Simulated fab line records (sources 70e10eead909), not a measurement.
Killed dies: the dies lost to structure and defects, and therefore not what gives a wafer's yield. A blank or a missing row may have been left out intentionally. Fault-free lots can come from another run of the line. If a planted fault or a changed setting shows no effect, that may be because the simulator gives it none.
A struck lot beside a sound one / flow nand_harc / 15 steps out of a route of 1302
Sound: wafers L240.1, L240.2, L240.5. Wafers struck: L237.1, L237.3, L237.4. At the end, the cause is stated.
Order at every step that has rows: each side's tool, ch and its chambers, its first start. Under that, the readings that differ: sound wafers / struck wafers / difference of the means / sigmas: that difference in standard deviations of wafers without a fault.
alike: readings with means less than 2 such deviations apart, plus words and numbers identical on both sides. not compared: withheld readings, readings lacking a value on some wafer, bounds such as >300 that could conceal the same value, and numbers that have no deviation in the record and whose values overlap.
The two part at a step that has a row with sigmas, a row that says differs or no value, or rows on one side only. Numbers that don't overlap but have no deviation are shown without sigmas and don't part them. A reading missing from all wafers of one side parts the sides only when that side holds two or more wafers.

first, 3 steps without rows for these wafers: NHARC_A_CONTACT_EXPOSE_39 (exposes mask A CC 3); NHARC_A_CONTACT_PEB_40 (peb time 65 s); NHARC_A_CONTACT_DEVELOP_41 (develop time 35 s).
NHARC_A_CONTACT_CD_MEAS_42: the cd target is 300 nm.
  sound on cd_sem-01 ch 0, day 28 13:46; struck on cd_sem-02 ch 0, day 26 23:37
  alike: cd_nm
NHARC_A_CONTACT_OVL_MEAS_43:
  struck on overlay-02, day 26 23:42; sound on overlay-01, day 28 13:50
  alike: overlay_x_nm, overlay_y_nm
NHARC_A_CONTACT_INSPECT_44:
  struck on defect_inspect-02, day 26 23:44; sound on defect_inspect-02, day 28 13:53
  alike: raw_defect_count
NHARC_A_CONTACT_DESCUM_47: chemistry O2, time 3 s.
  sound on rie_diel-03 ch 1,2, day 28 13:56; struck on rie_diel-03 ch 0,1,3, day 26 23:47
  alike: drypump_motor_current_A, oes_product_au, rf_vpp_V, showerhead_plenum_p_Torr, throttle_valve_pct
  not compared: rf_hours_counter_h
NHARC_A_CONTACT_ETCH_48: etches the open film in CF4, target depth 39 nm, time 65 s.
  sound on rie_diel-03 ch 0,2,3, day 28 14:02; struck on rie_diel-03 ch 0,1,2, day 26 23:53
  alike: bias_w, cf4_flow_sccm, drypump_motor_current_A, oes_product_au, rf_fwd_power_W, rf_vpp_V, showerhead_plenum_p_Torr, throttle_valve_pct
  not compared: rf_hours_counter_h
NHARC_A_CONTACT_ETCH_49: etches the open film in N2/H2, target depth 260 nm, time 475.3 s.
  sound: rie_diel-03 ch 0,1; struck: rie_diel-03 ch 0,1,2
  alike: bias_w, chamber_pressure_mTorr, drypump_motor_current_A, oes_product_au, rf_fwd_power_W, rf_vpp_V, showerhead_plenum_p_Torr, throttle_valve_pct
  not compared: rf_hours_counter_h
then, 1 step without rows for these wafers: NHARC_A_CONTACT_ETCH_50 (etches the open film in CF4/CHF3, target depth 121 nm, time 60.5 s).
NHARC_A_CONTACT_ETCH_51: etches the open film in O2/COS, target depth 7000 nm, time 1820 s.
  sound: rie_diel-03 ch 0,1,2; struck: rie_diel-03 ch 0,1,2
  alike: bias_w, chamber_pressure_mTorr, drypump_motor_current_A, oes_product_au, rf_fwd_power_W, rf_vpp_V, showerhead_plenum_p_Torr, throttle_valve_pct
  not compared: rf_hours_counter_h
then, 1 step without rows for these wafers: NHARC_A_CONTACT_ETCH_111 (etches the open film in C4F8/O2/Ar, time 140 s, target depth 700 nm).
NHARC_A_CONTACT_ETCH_112: etches the open film in C4F8/O2/Ar, time 190 s, target depth 1850 nm.
  sound on har_cap_etch-01 ch 0,1, day 28 15:58; struck on har_cap_etch-03 ch 0,1, day 27 02:02
  no value came back on the struck wafers for chamber_pressure_mTorr (mTorr), oes_air_line_au (a.u.); on the sound wafers chamber_pressure_mTorr (mTorr) reads 20.001 20.010 19.996
  not compared: rf_hours_counter_h
NHARC_A_CONTACT_ETCH_113: etches the open film in C4F8/O2/Ar, time 190 s, target depth 1850 nm.
  sound on har_cap_etch-01 ch 0,1, day 28 16:08; struck on har_cap_etch-03 ch 0,1, day 27 02:16
  alike: chamber_pressure_mTorr, oes_air_line_au
  not compared: rf_hours_counter_h
-- the record jumps here: 3 days lie between the struck wafers' starts before and after (it left off in module A_CONTACT and takes up again in module END, whose first step shown is number 1302 of the route) --
NHARC_END_SORT_01:
  sound on prober-01 ch 0, day 31 18:34; struck on prober-01 ch 0, day 30 12:45
reading=killed_at_array; sound=44 46 51; struck=675 675 674; difference=+628; sigmas=+35
reading=killed_dies; sound=53 52 54; struck=677 677 677; difference=+624; sigmas=+33
  alike: killed_at_other, killed_at_periphery, killed_open, killed_short

WHERE THEY PART
At NHARC_A_CONTACT_ETCH_112 first; at NHARC_END_SORT_01 last (within this record only).

WHY: what had been put in by the simulator
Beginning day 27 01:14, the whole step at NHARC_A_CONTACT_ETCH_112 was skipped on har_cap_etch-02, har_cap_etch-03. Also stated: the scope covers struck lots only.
